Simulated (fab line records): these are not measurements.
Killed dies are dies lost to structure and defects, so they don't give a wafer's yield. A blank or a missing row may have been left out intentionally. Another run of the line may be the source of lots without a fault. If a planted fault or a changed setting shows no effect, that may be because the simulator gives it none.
Lot-split experiment ; flow n5 finfet ; 21 wafers read across 7 lots, on a route 1938 steps long

THE SPLIT ITSELF
At N5_BEOL_M0_SAQP_EXPOSE_37 (exposes mask M0 CUT1, target cd 30 nm), the setting dose mj was moved away from the recipe's 44.75 on 7 of the 21 wafers read, by -7.4% to -3.0%. The other wafers ran this setting at the recipe's value.

FROM THE SPLIT TO THE READING: what the file shows between them, 2 steps
- N5_BEOL_M0_SAQP_PEB_38: peb time 60 s
- N5_BEOL_M0_SAQP_DEVELOP_39: develop time 30 s

THE READING
Shown in nm: cd nm at N5_BEOL_M0_SAQP_CD_MEAS_40, with target cd 30 nm. Typical for fault-free wafers on this fab line: 29.94 nm, with standard deviation 0.22 nm.

wafer;tool, chamber at the split;dose mj as run;against the recipe;cd nm, nm;against lot-mates on the recipe
L078.2;euv scanner-01, 0;44.75;recipe;30.00;-
L078.3;euv scanner-01, 0;44.75;recipe;30.14;-
L078.5;euv scanner-01, 0;44.75;recipe;30.08;-
L081.1;euv scanner-01, 0;43.41;-3.0%;29.13;-0.93
L081.2;euv scanner-01, 0;44.75;recipe;30.06;-
L081.4;euv scanner-01, 0;43.41;-3.0%;29.19;-0.87
L084.1;euv scanner-01, 0;43.13;-3.6%;29.35;-0.45
L084.3;euv scanner-01, 0;44.75;recipe;29.77;-
L084.6;euv scanner-01, 0;44.75;recipe;29.84;-
L087.1;euv scanner-02, 0;44.75;recipe;29.74;-
L087.3;euv scanner-02, 0;44.75;recipe;30.28;-
L087.4;euv scanner-02, 0;44.75;recipe;29.85;-
L089.1;euv scanner-02, 0;44.75;recipe;29.77;-
L089.2;euv scanner-02, 0;41.44;-7.4%;28.29;-1.48
L089.3;euv scanner-02, 0;41.44;-7.4%;28.33;-1.44
L090.1;euv scanner-01, 0;44.75;recipe;29.78;-
L090.3;euv scanner-01, 0;44.75;recipe;29.85;-
L090.5;euv scanner-01, 0;44.75;recipe;29.73;-
L094.3;euv scanner-01, 0;41.52;-7.2%;28.50;-1.70
L094.5;euv scanner-01, 0;41.52;-7.2%;28.39;-1.81
L094.6;euv scanner-01, 0;44.75;recipe;30.20;-

THE FIT
A straight line over all 21 wafers: cd nm changes by +0.213 nm for each +1% of dose mj; r = +0.97; the points scatter about the line by 0.17 nm.
The same after taking each lot's own level away (the mean of its wafers on the recipe; 21 wafers): +0.219 nm for each +1%; r = +0.97; scatter 0.17 nm.
On that fit, the largest move of dose mj shifts the reading by 1.6 nm.
Across the lots, their own levels run from 29.770 to 30.200 nm, a range of 2.0 times the standard deviation given above.
The two slopes agree, so the slope changes little with the lot-to-lot level.
Check: -1.67 nm against its lot-mates is what the line predicts for one of the wafers moved furthest among these (-7.4%) when that wafer is left out of the fit. It came out at -1.48 nm against them.

FURTHER SPLITS ON THESE WAFERS
Note: prior to the reading, these wafers also went through further splits. Each is held against what the fit with the lots' levels taken away leaves over:
other split on the same wafers;wafers away from the commonest value;r with cd nm (lot level and that fit taken away)
N5_GATE_CUT_DESCUM_18 time s;8;-0.15
N5_MOL_CONTACT_COAG_CONTACT_ETCH_14 source w;4;+0.14
N5_MOL_CONTACT_COAG_DESCUM_45 time s;7;+0.09
N5_MOL_CONTACT_COAG_ETCHBACK_136 target depth a;6;-0.01
N5_BEOL_M0_SAQP_MANDREL_ETCH_20 icp w;5;-0.20
N5_BEOL_M0_SAQP_SPACER1_ALD_98 temp c;6;-0.22

FILE'S OWN FIT
cd nm changes by +0.216 nm for each +1% of dose mj, r = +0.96.
